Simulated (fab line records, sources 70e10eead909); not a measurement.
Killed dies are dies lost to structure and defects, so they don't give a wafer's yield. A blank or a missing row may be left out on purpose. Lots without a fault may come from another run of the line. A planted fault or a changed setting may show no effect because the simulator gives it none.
fab line records | flow nand_harc
record lots=12 wafers=36 last_day=24
route steps=1159 shown A_BLC@988 A_M0@1009 A_M1@1026 END@1159
lots that met no fault: from a run of the same line without faults
start_h: hours from the record's first day to the start of the lot's first wafer shown | wait_h: hours since the lot's step before | " the same as in the row above | L1.1+2: a row that stands for several wafers | - no value, or no start given | * or withheld: withheld | < > ~ a bound
route shown NAME@n: a module of which the file shows steps, and the number in the route of the first | usual: mean/standard deviation of fault-free wafers | same: alike in all rows | chamber/n: place in a boat | sites: the reading at each site | _std_site: their standard deviation | _edge_site: outer sites' mean less inner sites' | radius_mm: how far each site lies from the wafer's centre | mask NAME#n: copy n | behind: the tool/chamber that last shaped the wafer | hold: why the lot was held/for how many hours/how that ended | device: the transistor (n, p or np) that didn't switch | end of line: the same wafers' tests at the end of the route | a step without rows: its recipe alone | killed: dies lost to structure and defects at the first sort, not the wafer's yield | map: a wafer's dies, x killed, . not, _ none there
set.NAME: the setting as run; set.NAME@STEP: as run at that earlier step | model.NAME: the simulator's own value behind a step, which no gauge read
steps of the route over a sample of lots; a table a step, a row a wafer
services: from which hour (start_h, from the record's first day; less than 0 if before it) a tool's chamber was out of use, for how many hours, and why
## steps
# step NHARC_A_BLC_ALD_23
# recipe target_thk_a=30 pulse_time_s=1 ald_cycles=150 temp_c=450 material=TiN
# usual heater_power_w=1164/130 precursor_pulse_height_rel=1.000/0.02
# columns lot.wafer tool chamber start_h wait_h heater_power_w precursor_pulse_height_rel
L683.3 ald_metal-01 1 404.13 - 1150 0.988
L683.1 " 3 " " 1299 1.014
L683.6 " 0 " " 1209 0.998
L687.2 ald_metal-03 3 412.79 - 1205 0.984
L687.1 " 0 " " 1077 1.021
L687.6 " 3 " " 1221 1.009
L690.4 ald_metal-03 1 433.34 - 1140 0.987
L690.1 " 3 " " 1199 0.967
L690.6 " 0 " " 1082 1.032
L692.2 ald_metal-04 2 445.19 - 1081 1.017
L692.4 " 3 " " 951 1.012
L692.6 " 2 " " 1046 1.010
L697.1 ald_metal-01 3 478.21 - 1233 0.987
L697.4 " 0 " " 1291 0.999
L697.6 " 2 " " 1026 0.998
L696.3 ald_metal-01 3 486.46 - 1227 1.011
L696.2 " 1 " " 1150 0.963
L696.6 " 2 " " 1030 1.043
L699.4 ald_metal-03 1 488.63 - 1121 0.997
L699.5 " 1 " " 1148 0.985
L699.6 " 2 " " 1433 0.995
L700.4 ald_metal-01 2 506.05 - 1012 1.000
L700.3 " 3 " " 1237 0.989
L700.6 " 2 " " 1017 0.993
L701.2 ald_metal-04 3 506.86 - 953 0.976
L701.3 " 2 " " 1082 0.985
L701.4 " 3 " " 914 0.994
L702.2 ald_metal-01 2 517.12 - 998 0.952
L702.1 " 3 " " 1207 1.018
L702.5 " 2 " " 1047 1.012
L703.1 ald_metal-04 0 517.86 - 1011 0.977
L703.3 " 1 " " 1194 1.030
L703.6 " 0 " " 1032 0.978
L705.3 ald_metal-01 3 533.37 - 1196 1.000
L705.4 " 1 " " 1143 0.991
L705.6 " 3 " " 1238 0.998
# step NHARC_A_M0_ETCH_15
# recipe target_depth_a=1500 overetch_a=150 time_s=82.5 c4f8_flow_sccm=withheld ar_flow_sccm=400 rf_w=600 bias_w=300 chemistry=C4F8/Ar
# usual oes_product_au=0.954/0.024 rf_vpp_V=440.9/3
# columns lot.wafer tool chamber start_h wait_h oes_product_au rf_hours_counter_h rf_vpp_V
L683.1 rie_diel-12 3 - - 0.965 1.8 443.3
L683.3 " 0 " " 0.972 1.5 442.7
L683.6 " 2 " " 0.939 - 444.2
L687.2 rie_diel-12 3 - - 0.948 2.5 442.1
L687.1 " 1 " " 0.966 1.7 441.9
L687.6 " 0 " " 0.968 - 441.9
L690.4 rie_diel-03 1 - - 0.964 3.2 437.6
L690.1 " 3 " " 0.993 3.6 444.6
L690.6 " 1 " " 0.973 - 437.3
L692.4 rie_diel-12 2 - - 0.953 4.2 444.0
L692.2 " 1 " " 0.968 3.9 441.6
L692.6 " 2 " " 0.955 - 444.2
L697.1 rie_diel-03 0 - - 0.965 7.4 435.8
L697.4 " 1 " " 0.962 6.9 436.4
L697.6 " 2 " " 0.995 - 444.1
L696.2 rie_diel-12 3 - - 0.941 6.8 441.9
L696.3 " 0 " " 0.972 6.6 443.1
L696.6 " 3 " " 0.950 - 442.7
L699.4 rie_diel-03 3 - - 0.942 8.5 444.0
L699.5 " 3 " " 0.936 - 443.4
L699.6 " 0 " " 0.922 - 437.1
L700.4 rie_diel-12 2 - - 0.919 7.2 442.9
L700.3 " 0 " " 0.939 7.1 443.4
L700.6 " 2 " " 0.912 - 444.6
L701.4 rie_diel-03 2 - - 0.934 9.8 443.8
L701.2 " 3 " " 0.926 10.3 445.2
L701.3 " 0 " " 0.919 9.5 436.3
L702.2 rie_diel-10 2 - - 0.950 10.3 437.5
L702.1 " 3 " " 0.945 9.7 442.2
L702.5 " 0 " " 0.978 - 441.2
L703.3 rie_diel-03 3 - - 0.971 11.2 445.1
L703.1 " 0 " " 0.964 10.2 437.1
L703.6 " 0 " " 0.956 - 435.8
L705.3 rie_diel-12 0 - - 0.940 8.8 443.6
L705.4 " 1 " " 0.928 8.6 438.6
L705.6 " 0 " " 0.954 - 444.2
# step NHARC_A_M0_ANNEAL_30
# recipe temp_c=225 time_s=90
# usual wafer_temp_C_max=225.8/0.31
# columns lot.wafer tool chamber start_h wait_h wafer_temp_C_max
L683.1 rtp_anneal-01 0 408.02 0.3 225.9
L683.3 " 0 " " 225.9
L683.6 " 0 " " 226.2
L687.1 rtp_anneal-01 0 420.80 0.3 226.1
L687.2 " 0 " " 226.0
L687.6 " 0 " " 226.0
L690.1 rtp_anneal-02 0 437.25 - 225.8
L690.4 " 0 " " 225.7
L690.6 " 0 " " 225.4
L692.2 rtp_anneal-01 0 455.14 - 226.0
L692.4 " 0 " " 225.6
L692.6 " 0 " " 225.6
L697.1 rtp_anneal-02 0 486.06 0.3 225.5
L697.4 " 0 " " 225.7
L697.6 " 0 " " 225.6
L696.2 rtp_anneal-01 0 497.63 0.4 226.4
L696.3 " 0 " " 225.7
L696.6 " 0 " " 226.0
L699.4 rtp_anneal-02 0 498.70 - 225.3
L699.5 " 0 " " 225.4
L699.6 " 0 " " 225.6
L700.3 rtp_anneal-02 0 516.11 0.3 225.6
L700.4 " 0 " " 225.7
L700.6 " 0 " " 225.5
L701.2 rtp_anneal-01 0 516.32 - 226.2
L701.3 " 0 " " 226.3
L701.4 " 0 " " 226.0
L702.1 rtp_anneal-02 0 524.40 - 225.5
L702.2 " 0 " " 225.9
L702.5 " 0 " " 225.8
L703.1 rtp_anneal-01 0 525.37 - 225.9
L703.3 " 0 " " 226.1
L703.6 " 0 " " 226.5
L705.3 rtp_anneal-01 0 539.91 0.3 225.7
L705.4 " 0 " " 226.5
L705.6 " 0 " " 226.2
# step NHARC_A_M1_DEP_00
# recipe target_thk_a=1825 target_thk_nm=182.5 temp_c=withheld pressure_torr=5 flow_sccm=200 rf_w=600 material=SiOC
# usual chamber_pressure_Torr=4.998/0.011 rf_fwd_power_W=598.8/1.7
# columns lot.wafer tool chamber start_h wait_h chamber_pressure_Torr rf_fwd_power_W
L683.3 pecvd-01 2 409.41 - 4.994 600.5
L683.1 " 0 " " 5.012 600.7
L683.6 " 2 " " 5.005 597.5
L687.1 pecvd-04 1 422.16 - 5.003 599.4
L687.2 " 2 " " 4.990 597.5
L687.6 " 1 " " 4.994 599.9
L690.1 pecvd-03 2 438.62 - - -
L690.4 " 2 " " - -
L690.6 " 1 " " - -
L692.2 pecvd-04 1 456.46 - - -
L692.4 " 1 " " - -
L692.6 " 2 " " - -
L697.1 pecvd-01 0 487.48 - 4.999 598.2
L697.6 " 2 " " 4.997 598.4
L697.4 " 0 " " 5.008 598.1
L696.2 pecvd-01 1 498.96 - 5.011 599.9
L696.3 " 2 " " 5.009 597.1
L696.6 " 2 " " 5.014 598.9
L699.6 pecvd-03 1 500.03 - 4.990 598.9
L699.5 " 2 " " 4.982 599.6
L699.4 " 0 " " 4.994 599.1
L700.3 pecvd-01 2 517.62 - 4.999 598.1
L700.4 " 0 " " 4.987 599.2
L700.6 " 2 " " 5.004 596.0
L701.3 pecvd-01 2 517.85 - 4.964 596.7
L701.2 " 0 " " 4.986 599.9
L701.4 " 2 " " 4.996 599.1
L702.2 pecvd-04 1 526.19 - 5.009 601.2
L702.1 " 2 " " 4.983 598.4
L702.5 " 1 " " 5.002 598.2
L703.3 pecvd-04 0 526.81 - 5.012 600.1
L703.1 " 1 " " 5.000 597.8
L703.6 " 2 " " 4.987 599.0
L705.3 pecvd-01 2 541.17 - 4.999 600.0
L705.6 " 2 " " 4.986 597.6
L705.4 " 1 " " 4.993 598.5
# step NHARC_END_SORT_01
# recipe temp_c=25
# usual defect_limited_yield=95.3/1.5 killed_at_array=28/10 killed_at_other=0.6/1.1 killed_at_periphery=3.6/2.6 killed_dies=32/10 killed_open=3.3/1.8 killed_short=1.9/1.4 sort_bin_2_pct=1.5/0.61 sort_bin_3_pct=0.27/0.2 sort_bin_4_pct=3.0/1 sort_n_pass=645/10 sort_rim_yield_pct=97.3/1.9 sort_yield_pct=95.3/1.5
# same gross_dies=677 sort_bin_5_pct[%]=0 sort_bin_6_pct[%]=0 sort_bin_7_pct[%]=0 sort_bin_8_pct[%]=0 sort_rim_n_gross=106.00
# columns lot.wafer tool chamber start_h wait_h defect_limited_yield[%] killed_at_array killed_at_other killed_at_periphery killed_dies killed_open killed_short sort_bin_2_pct[%] sort_bin_3_pct[%] sort_bin_4_pct[%] sort_n_pass sort_rim_yield_pct[%] sort_yield_pct[%]
L690.1 prober-02 0 477.52 2.5 0 664 6 7 677 6 0 95.4 0.44 4.1 0 0 0
L690.4 prober-02 0 479.88 3.3 0 670 6 1 677 3 2 96.2 0.44 3.4 0 0 0
L690.6 prober-02 0 481.45 3.9 0 672 1 4 677 0 1 96.9 0.30 2.8 0 0 0
L692.2 prober-01 0 493.32 2.8 0 674 0 3 677 3 1 98.5 0.30 1.2 0 0 0
L692.4 prober-01 0 494.91 3.4 0 674 3 0 677 6 2 97.6 0 2.4 0 0 0
L692.6 prober-01 0 496.50 4.0 0 670 3 4 677 3 4 97.5 0.30 2.2 0 0 0
# killed by level:class
L690.1 A_M1:area_dep=631 A_STAIRCASE:chamber_film_flake=8 A_SLIT:chamber_film_flake=8 THIN_TSV:chamber_film_flake=6 A_CHANNEL_HOLE_D1:chamber_film_flake=6 P_GATE:chamber_film_flake=4 A_CONTACT:chamber_film_flake=4 A_ONON_D1:geometric_particle:open=2
L690.4 A_M1:area_dep=635 A_SLIT:chamber_film_flake=11 A_CHANNEL_HOLE_D1:chamber_film_flake=9 A_STAIRCASE:chamber_film_flake=6 THIN_TSV:chamber_film_flake=6 A_WL_FILL:chamber_film_flake=2 A_CONTACT:chamber_film_flake=2 A_ONON_D1:geometric_particle:open=1
L690.6 A_M1:area_dep=649 A_SLIT:chamber_film_flake=10 A_STAIRCASE:chamber_film_flake=8 P_GATE:chamber_film_flake=4 A_CHANNEL_HOLE_D1:chamber_film_flake=3 A_CONTACT:geometric_particle:short=1 A_CONTACT:chamber_film_flake=1 THIN_TSV:chamber_film_flake=1
L692.2 A_M1:area_dep=662 A_CONTACT:chamber_film_flake=4 A_ZERO_WELL:chamber_film_flake=3 A_CHANNEL_HOLE_D1:chamber_film_flake=2 P_GATE:geometric_particle:open=1 A_STAIRCASE:geometric_particle:open=1 A_WL_FILL:geometric_particle:short=1 A_CONTACT:geometric_particle:open=1
L692.4 A_M1:area_dep=647 A_CHANNEL_HOLE_D1:chamber_film_flake=5 A_CONTACT:chamber_film_flake=5 A_CONTACT:geometric_particle:open=3 A_ZERO_WELL:chamber_film_flake=3 A_STAIRCASE:chamber_film_flake=3 THIN_TSV:chamber_film_flake=3 A_ONON_D1:geometric_particle:short=1
L692.6 A_M1:area_dep=654 A_CONTACT:chamber_film_flake=5 A_CONTACT:geometric_particle:open=3 A_CHANNEL_HOLE_D1:chamber_film_flake=3 THIN_TSV:chamber_film_flake=3 P_GATE:chamber_film_flake=2 A_STAIRCASE:chamber_film_flake=2 P_STI:geometric_particle:short=1
## services
# columns tool chamber start_h hours kind
rie_diel-12 0 388.47 - clean
rie_diel-12 1 388.47 - clean
rie_diel-12 2 388.47 - clean
rie_diel-12 3 388.47 - clean
rie_diel-10 1 391.33 5.2 repair
rie_diel-03 - 392.30 9.0 pm
pecvd-04 - 393.66 0.8 repair
ald_metal-04 - 406.00 10.0 pm
rie_diel-12 0 412.97 - clean
pecvd-01 - 418.21 13.0 pm
pecvd-03 0 420.83 2.2 repair
ald_metal-04 0 429.78 7.1 repair
rie_diel-12 - 433.03 2.9 repair
ald_metal-01 - 458.00 10.0 pm
ald_metal-03 1 461.67 11.6 repair
pecvd-03 - 473.12 13.0 pm
rie_diel-03 1 500.00 7.3 repair
ald_metal-03 - 500.00 10.0 pm
ald_metal-04 1 502.18 12.7 repair
ald_metal-04 0 504.75 3.2 repair
rie_diel-03 2 521.63 6.5 repair
rie_diel-10 3 524.94 54.1 repair
pecvd-04 - 529.94 0.9 repair
rie_diel-10 - 530.50 9.0 pm
## key
first_sign step=NHARC_A_M1_DEP_00 reading=tool_record direction=missing
effect step=NHARC_END_SORT_01 reading=sort_bin_2_pct direction=up sigmas=99+ usual=1.5 struck=97.0
more_kills_born_at NHARC_A_M1_DEP_00@pecvd-04=1963 NHARC_A_M1_DEP_00@pecvd-03=1915
met_at NHARC_A_M1_DEP_00
struck_lots L690,L692
later_rows_left_out L690.1,L690.4,L690.6,L692.2,L692.4,L692.6
not_acting_at NHARC_A_BLC_ALD_23,NHARC_A_M0_ETCH_15,NHARC_A_M0_ANNEAL_30
onset_between 422.16 438.62
fault kind=skipped_step_whole tool=pecvd-03,pecvd-04 chamber=- onset_h=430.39 steps=NHARC_A_M1_DEP_00 scope=struck_lots_only
# later_rows_left_out: the simulator's readings of these wafers behind a module that went badly wrong aren't trusted and aren't shown, but for the sort
